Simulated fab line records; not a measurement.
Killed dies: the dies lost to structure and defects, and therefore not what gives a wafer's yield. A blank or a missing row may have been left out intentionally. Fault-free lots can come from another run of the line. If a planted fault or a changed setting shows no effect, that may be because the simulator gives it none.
fab line records	flow n5_finfet	part 1 of 2: steps 1 to 3 of 6
record: lots: 21	wafers: 63	last_day: 20
route steps=1938 shown GATE_CUT@499 MOL_CONTACT_COAG@538
lots untouched by any fault: they come from a run of this same line in which no faults occurred
start_h: hours from the record's first day to the start of the lot's first wafer shown	wait_h: hours elapsed since this lot's preceding step	" unchanged from the row above	L1.1+2: one row covering several wafers at once	- value missing, or start not given	* or withheld: withheld	< > ~ a bound
route shown NAME@n: names a module that has steps shown in the file, with the first one's number in the route	usual: mean/standard deviation of fault-free wafers	same: alike in all rows	chamber/n: place in a boat	sites: per-site readings	_std_site: the values' standard deviation	_edge_site: the outer-site mean with the inner-site mean subtracted	radius_mm: how far each site lies from the wafer's centre	mask NAME#n: copy n	behind: tool/chamber where the wafer was last shaped	hold: cause of the lot's hold/its duration in hours/its outcome	device: which transistor (n, p or np) failed to switch	end of line: the route-end tests of the same wafers	a step without rows: its recipe alone	killed: count of dies lost to structure and defects at first sort (not the wafer's yield)	map: the dies of a wafer, with x for killed, . for not killed, _ for no die there
set.NAME: setting as actually run; set.NAME@STEP: the setting as run at that earlier step	model.NAME: the simulator's own value behind a step, which no gauge read
a sample of lots followed through the steps of the route, with each step as a table and each wafer as a row
services: from which hour (start_h, from the record's first day; less than 0 if before it) a tool's chamber was out of use, for how many hours, and why
== steps ==
step: N5_GATE_CUT_ETCH_19
recipe: chemistry: CH3F/O2	target: SiNx	mask_material: SiO2	target_depth_a: 537	time_s: 76.7	pressure_mtorr: 30	source_w: 395	bias_w: 73	Ar_flow_sccm: 150	CH3F_flow_sccm: 30	O2_flow_sccm: 20	ion_energy_ev: 120	ends: cleared
usual: drypump_motor_current_A: 5.6/0.39	etch_rf_on_time_s: 77.1/1.9	mfc_ar_sccm: 150.0/0.46	oes_ar_750_au: 0.80/0.068	oes_o_777_au: 0.80/0.069	oes_product_au: 0.68/0.064	rf_vpp_V: 297/7.2	showerhead_plenum_p_Torr: 2.01/0.073	throttle_valve_pct: 16.36/0.18
lot.wafer	tool	chamber	start_h	wait_h	drypump_motor_current_A	etch_rf_on_time_s	mfc_ar_sccm	oes_ar_750_au	oes_o_777_au	oes_product_au	rf_hours_counter_h	rf_vpp_V	showerhead_plenum_p_Torr	throttle_valve_pct
L074.2	rie_diel-03	2	83.48	0.0	5.4	76.5	149.1	0.72	0.74	0.61	190	299	2.08	16.47
L074.3	"	1	"	"	6.5	76.6	149.0	0.79	0.81	0.68	129	302	2.01	16.34
L074.5	"	3	"	"	4.9	77.9	149.5	0.79	0.80	0.65	-	299	2.08	16.57
L075.3	rie_diel-03	0	95.99	0.0	6.0	78.3	150.4	0.92	0.90	0.79	9	305	2.04	16.12
L075.5	"	0	"	"	6.0	78.4	150.4	0.91	0.91	0.80	-	303	2.04	16.13
L075.6	"	3	"	"	4.9	76.3	149.7	0.78	0.79	0.65	-	298	2.08	16.59
L076.1	rie_diel-06	1	100.89	0.0	5.4	76.8	149.8	0.87	0.84	0.75	42	312	2.06	16.42
L076.4	"	2	"	"	5.8	77.8	149.9	0.82	0.84	0.69	-	288	1.86	16.25
L076.5	"	1	"	"	5.4	77.2	150.0	0.87	0.85	0.75	-	313	2.06	16.42
L077.1	rie_diel-06	3	106.61	0.0	5.8	77.7	150.5	0.72	0.70	0.61	181	294	1.99	16.55
L077.4	"	2	"	"	5.9	78.3	149.8	0.81	0.83	0.69	-	288	1.86	16.25
L077.5	"	3	"	"	5.8	77.8	150.4	0.72	0.70	0.60	-	294	1.99	16.53
L078.1	rie_diel-03	0	107.19	0.0	6.0	77.9	150.4	0.90	0.89	0.79	12	306	2.04	16.13
L078.3	"	3	"	"	4.9	75.7	150.0	0.78	0.79	0.66	155	298	2.08	16.60
L078.6	"	3	"	"	4.9	75.6	150.1	0.77	0.80	0.66	-	299	2.08	16.57
L079.1	rie_diel-02	3	114.22	0.0	5.7	80.6	148.7	0.74	0.71	0.63	178	293	1.89	16.43
L079.4	"	1	"	"	5.4	73.3	149.7	0.89	0.90	0.76	-	301	2.12	16.07
L079.6	"	2	"	"	5.5	74.6	150.4	0.79	0.82	0.66	-	289	2.01	16.37
L080.1	rie_diel-06	3	121.60	0.0	5.8	77.8	150.7	0.72	0.70	0.60	184	292	1.99	16.55
L080.3	"	0	"	"	5.5	76.7	150.0	0.97	0.99	0.84	2	290	1.97	15.96
L080.6	"	2	"	"	5.8	79.6	150.7	0.81	0.83	0.69	-	287	1.85	16.26
L083.2	rie_diel-02	1	141.90	0.0	5.5	74.2	149.4	0.88	0.88	0.74	54	302	2.12	16.08
L083.5	"	1	"	"	5.5	74.1	150.5	0.87	0.88	0.74	-	303	2.12	16.08
L083.6	"	2	"	"	5.5	75.1	149.5	0.79	0.81	0.65	-	289	2.00	16.41
L085.1	rie_diel-02	0	150.09	0.0	5.5	79.5	149.3	0.80	0.80	0.69	91	287	1.94	16.17
L085.2	"	3	"	"	5.6	80.3	151.0	0.73	0.70	0.62	188	292	1.89	16.44
L085.4	"	2	"	"	5.5	75.0	149.8	0.78	0.81	0.65	171	287	2.00	16.39
L086.2	rie_diel-03	1	158.05	0.0	6.5	76.0	150.5	0.77	0.79	0.67	146	302	2.00	16.36
L086.4	"	3	"	"	4.9	74.8	149.7	0.76	0.78	0.65	170	299	2.07	16.59
L086.6	"	0	"	"	6.0	78.9	149.7	0.87	0.86	0.75	-	305	2.03	16.16
L087.1	rie_diel-06	0	160.22	0.0	5.5	75.8	150.3	0.94	0.95	0.81	11	291	1.97	15.98
L087.2	"	2	"	"	5.8	79.1	149.9	0.80	0.81	0.68	98	287	1.85	16.27
L087.4	"	3	"	"	5.8	76.6	150.5	0.71	0.69	0.60	193	293	1.99	16.56
L088.1	rie_diel-03	3	167.54	0.0	4.9	74.3	150.6	0.76	0.78	0.65	172	299	2.07	16.62
L088.2	"	1	"	"	6.4	76.2	149.5	0.77	0.79	0.66	149	300	2.00	16.38
L088.6	"	2	"	"	5.4	76.2	149.7	0.71	0.72	0.60	-	298	2.07	16.50
L089.1	rie_diel-02	3	176.63	0.0	5.7	80.5	149.5	0.72	0.70	0.62	196	291	1.89	16.47
L089.2	"	0	"	"	5.5	79.5	150.3	0.81	0.78	0.68	98	289	1.94	16.19
L089.6	"	0	"	"	5.5	78.4	150.4	0.80	0.80	0.68	-	288	1.94	16.18
L090.1	rie_diel-03	2	179.86	0.0	5.4	77.4	149.9	0.70	0.72	0.58	218	299	2.07	16.50
L090.3	"	3	"	"	4.9	75.1	150.8	0.76	0.77	0.65	175	299	2.07	16.65
L090.5	"	1	"	"	6.4	77.5	149.5	0.76	0.79	0.65	-	301	2.00	16.38
L091.1	rie_diel-03	1	187.77	0.0	6.4	76.2	149.5	0.77	0.78	0.66	155	300	2.00	16.38
L091.4	"	0	"	"	6.0	79.3	149.8	0.86	0.85	0.73	35	304	2.03	16.18
L091.5	"	1	"	"	6.5	76.5	150.2	0.77	0.79	0.66	-	301	2.00	16.38
L092.1	rie_diel-02	1	190.56	0.0	5.4	74.2	150.2	0.86	0.87	0.73	66	301	2.11	16.09
L092.3	"	2	"	"	5.5	75.1	150.1	0.78	0.80	0.64	179	286	2.00	16.42
L092.5	"	1	"	"	5.4	74.6	149.2	0.87	0.86	0.73	-	303	2.11	16.09
L093.3	rie_diel-06	1	196.39	0.0	5.4	76.1	149.8	0.83	0.82	0.72	68	312	2.05	16.47
L093.4	"	2	"	"	5.8	79.4	149.3	0.79	0.81	0.67	108	288	1.85	16.30
L093.6	"	0	"	"	5.5	74.8	150.5	0.91	0.93	0.80	-	291	1.96	16.00
L094.4	rie_diel-06	0	203.28	0.0	5.5	76.4	150.4	0.92	0.92	0.79	23	291	1.96	15.99
L094.5	"	0	"	"	5.5	75.5	150.4	0.91	0.93	0.81	-	291	1.96	16.00
L094.6	"	3	"	"	5.8	77.1	150.1	0.71	0.68	0.60	-	293	1.99	16.58
L095.2	rie_diel-02	2	206.69	0.0	5.6	75.4	150.4	0.77	0.79	0.63	183	287	2.00	16.43
L095.4	"	3	"	"	5.7	81.5	149.7	0.72	0.69	0.62	204	293	1.88	16.48
L095.5	"	3	"	"	5.7	82.1	150.3	0.71	0.69	0.61	-	293	1.88	16.48
L096.2	rie_diel-03	1	219.53	0.0	6.4	75.7	149.6	0.75	0.77	0.66	165	299	2.00	16.40
L096.3	"	0	"	"	6.0	78.7	149.2	0.85	0.83	0.72	46	305	2.03	16.19
L096.4	"	2	"	"	5.4	75.7	150.4	0.70	0.71	0.59	-	299	2.06	16.53
L097.1	rie_diel-03	1	225.59	0.0	6.4	77.3	150.3	0.76	0.77	0.64	166	302	2.00	16.42
L097.4	"	3	"	"	4.9	75.5	150.4	0.75	0.77	0.64	181	299	2.07	16.64
L097.6	"	1	"	"	6.4	77.3	149.8	0.75	0.77	0.64	-	300	2.00	16.41
step: N5_GATE_CUT_ETCH_47
recipe: chemistry: Cl2/BCl3	target: SiO2	target_depth_a: 100	pressure_mtorr: 10	icp_w: 1000	bias_w: 126	Cl2_flow_sccm: 53.25	bcl3_flow_sccm: 21.75	Ar_flow_sccm: 25
usual: drypump_motor_current_A: 5.66/0.15	mfc_ar_sccm: 25.01/0.081	oes_ar_750_au: 0.77/0.14	oes_product_au: 0.78/0.13	throttle_valve_pct: 22.91/0.28
lot.wafer	tool	chamber	start_h	wait_h	drypump_motor_current_A	mfc_ar_sccm	oes_ar_750_au	oes_product_au	rf_hours_counter_h	throttle_valve_pct
L074.2	rie_metal-02	0	83.74	0.0	5.67	24.94	0.85	0.85	24	22.48
L074.3	"	1	"	"	5.34	24.88	0.81	0.86	-	22.73
L074.5	"	0	"	"	5.66	25.07	0.85	0.85	-	22.47
L075.3	rie_metal-02	0	96.27	0.0	5.66	25.00	0.85	0.84	-	22.48
L075.5	"	0	"	"	5.65	25.03	0.84	0.84	-	22.47
L075.6	"	1	"	"	5.38	25.04	0.81	0.85	-	22.73
L076.1	rie_metal-03	1	101.15	0.0	5.73	24.88	0.58	0.60	144	22.98
L076.4	"	1	"	"	5.72	24.89	0.58	0.60	-	22.98
L076.5	"	0	"	"	5.68	24.98	0.61	0.64	-	23.26
L077.1	rie_metal-02	1	106.87	0.0	5.32	24.99	0.80	0.85	23	22.73
L077.4	"	0	"	"	5.64	24.98	0.85	0.83	-	22.48
L077.5	"	0	"	"	5.64	24.98	0.84	0.83	-	22.50
L078.1	rie_metal-02	1	107.45	0.0	5.38	25.14	0.81	0.85	23	22.75
L078.3	"	1	"	"	5.36	25.01	0.80	0.85	-	22.74
L078.6	"	0	"	"	5.65	24.99	0.85	0.83	-	22.49
L079.1	rie_metal-03	0	114.48	0.0	5.71	25.08	0.62	0.63	110	23.26
L079.4	"	0	"	"	5.70	25.03	0.61	0.64	-	23.27
L079.6	"	0	"	"	5.70	25.05	0.61	0.63	-	23.26
L080.1	rie_metal-03	1	121.86	0.0	5.74	25.02	0.57	0.60	147	23.01
L080.3	"	1	"	"	5.74	24.96	0.57	0.60	-	23.00
L080.6	"	1	"	"	5.74	24.99	0.57	0.60	-	22.98
L083.2	rie_metal-01	0	142.21	0.0	5.74	25.14	0.92	0.94	6	22.90
L083.5	"	1	"	"	5.83	25.06	0.99	0.92	-	23.13
L083.6	"	0	"	"	5.75	25.06	0.92	0.95	-	22.88
L085.1	rie_metal-03	0	150.50	0.1	5.71	25.16	0.61	0.63	113	23.27
L085.2	"	0	"	"	5.70	25.09	0.61	0.63	-	23.27
L085.4	"	0	"	"	5.72	25.10	0.61	0.63	-	23.27
L086.2	rie_metal-02	0	158.31	0.0	5.65	24.94	0.83	0.82	29	22.49
L086.4	"	0	"	"	5.64	24.84	0.83	0.82	-	22.50
L086.6	"	1	"	"	5.29	25.08	0.80	0.83	-	22.74
L087.1	rie_metal-02	0	160.47	0.0	5.65	25.12	0.83	0.83	30	22.48
L087.2	"	1	"	"	5.38	24.88	0.79	0.84	26	22.73
L087.4	"	0	"	"	5.64	25.12	0.83	0.83	-	22.51
L088.1	rie_metal-01	1	167.80	0.0	5.80	25.08	0.98	0.91	4	23.15
L088.2	"	0	"	"	5.74	24.98	0.91	0.93	7	22.91
L088.6	"	1	"	"	5.80	25.12	0.98	0.92	-	23.12
L089.1	rie_metal-01	1	176.89	0.0	5.90	24.92	0.97	0.92	5	23.14
L089.2	"	0	"	"	5.74	24.95	0.90	0.92	8	22.93
L089.6	"	1	"	"	5.86	24.95	0.97	0.92	-	23.15
L090.1	rie_metal-02	0	180.12	0.0	5.64	25.02	0.82	0.83	32	22.49
L090.3	"	1	"	"	5.38	25.15	0.78	0.84	-	22.73
L090.5	"	0	"	"	5.66	25.10	0.82	0.82	-	22.48
L091.1	rie_metal-03	0	188.03	0.0	5.70	24.89	0.60	0.63	116	23.27
L091.4	"	1	"	"	5.76	25.00	0.91	0.95	-	22.80
L091.5	"	0	"	"	5.71	24.93	0.60	0.62	-	23.27
L092.1	rie_metal-01	0	190.82	0.0	5.72	25.03	0.90	0.92	9	22.91
L092.3	"	1	"	"	5.87	24.95	0.96	0.91	-	23.13
L092.5	"	0	"	"	5.72	25.00	0.90	0.91	-	22.89
L093.3	rie_metal-03	1	196.66	0.0	5.73	25.03	0.89	0.94	-	22.83
L093.4	"	0	"	"	5.70	25.10	0.60	0.61	-	23.28
L093.6	"	1	"	"	5.75	24.99	0.89	0.93	-	22.82
L094.4	rie_metal-03	0	203.72	0.1	5.70	24.90	0.60	0.62	-	23.27
L094.5	"	0	"	"	5.70	25.02	0.60	0.62	-	23.28
L094.6	"	0	"	"	5.71	25.00	0.60	0.62	-	23.29
L095.2	rie_metal-03	0	206.95	0.0	5.70	25.07	0.60	0.62	119	23.30
L095.4	"	0	"	"	5.70	25.04	0.60	0.62	-	23.27
L095.5	"	0	"	"	5.71	24.97	0.59	0.62	-	23.27
L096.2	rie_metal-02	0	219.79	0.0	5.66	24.99	0.82	0.82	34	22.51
L096.3	"	0	"	"	5.64	25.06	0.81	0.83	-	22.49
L096.4	"	1	"	"	5.44	24.97	0.78	0.84	-	22.75
L097.1	rie_metal-02	0	225.99	0.1	5.64	24.98	0.81	0.81	35	22.50
L097.4	"	0	"	"	5.65	24.90	0.81	0.81	-	22.50
L097.6	"	0	"	"	5.66	25.11	0.81	0.80	-	22.49
step: N5_GATE_CUT_CMP_61
recipe: stop_on: SiNx	t_overpolish_s: 3	post_cmp_clean: alkaline_brush	down_force_psi: 4	platen_rpm: 27.09	pad_velocity_m_s: 0.539
usual: motor_current_A: 12.4/1.2
lot.wafer	tool	chamber	start_h	wait_h	motor_current_A
L074.3	cmp-02	0	86.85	0.4	15.3
L074.2	"	3	"	"	12.9
L074.5	"	0	"	"	15.6
L075.3	cmp-01	1	98.84	0.4	10.6
L075.6	"	1	"	"	10.7
L075.5	"	2	"	"	12.4
L076.1	cmp-03	1	103.77	0.3	12.5
L076.4	"	2	"	"	12.7
L076.5	"	0	"	"	12.8
L077.1	cmp-01	1	109.52	0.3	10.7
L077.4	"	2	"	"	11.9
L077.5	"	3	"	"	11.7
L078.1	cmp-01	2	110.12	0.4	12.1
L078.3	"	0	"	"	14.3
L078.6	"	2	"	"	11.6
L079.4	cmp-03	3	117.10	0.3	12.5
L079.1	"	0	"	"	12.5
L079.6	"	3	"	"	12.9
L080.3	cmp-03	1	124.48	0.3	12.4
L080.1	"	2	"	"	13.0
L080.6	"	1	"	"	12.3
L083.2	cmp-03	0	145.44	0.3	12.9
L083.5	"	3	"	"	12.2
L083.6	"	0	"	"	13.0
L085.2	cmp-02	3	153.30	0.4	12.1
L085.4	"	1	"	"	11.9
L085.1	"	2	"	"	10.7
L086.2	cmp-01	1	160.94	0.4	11.0
L086.4	"	3	"	"	10.9
L086.6	"	2	"	"	12.2
L087.4	cmp-01	1	163.06	0.4	10.9
L087.1	"	3	"	"	11.1
L087.2	"	0	"	"	14.0
L088.2	cmp-01	2	170.45	0.3	12.0
L088.1	"	3	"	"	11.4
L088.6	"	1	"	"	10.9
L089.2	cmp-03	3	180.17	0.4	12.4
L089.1	"	1	"	"	12.4
L089.6	"	3	"	"	12.7
L090.3	cmp-02	3	182.74	0.3	12.6
L090.1	"	1	"	"	12.2
L090.5	"	3	"	"	12.3
L091.4	cmp-03	2	191.10	0.4	12.4
L091.1	"	0	"	"	12.5
L091.5	"	3	"	"	12.9
L092.1	cmp-01	3	193.75	0.3	11.5
L092.3	"	0	"	"	14.0
L092.5	"	2	"	"	12.4
L093.4	cmp-03	2	199.23	0.4	12.7
L093.3	"	0	"	"	12.6
L093.6	"	2	"	"	12.9
L094.4	cmp-02	2	206.54	0.3	10.1
L094.6	"	1	"	"	11.7
L094.5	"	2	"	"	10.8
L095.4	cmp-01	1	209.54	0.4	10.8
L095.2	"	0	"	"	13.8
L095.5	"	2	"	"	12.6
L096.2	cmp-03	1	222.71	0.7	12.5
L096.3	"	2	"	"	13.3
L096.4	"	3	"	"	11.9
L097.1	cmp-03	0	228.75	0.4	12.6
L097.4	"	3	"	"	12.6
L097.6	"	0	"	"	13.2
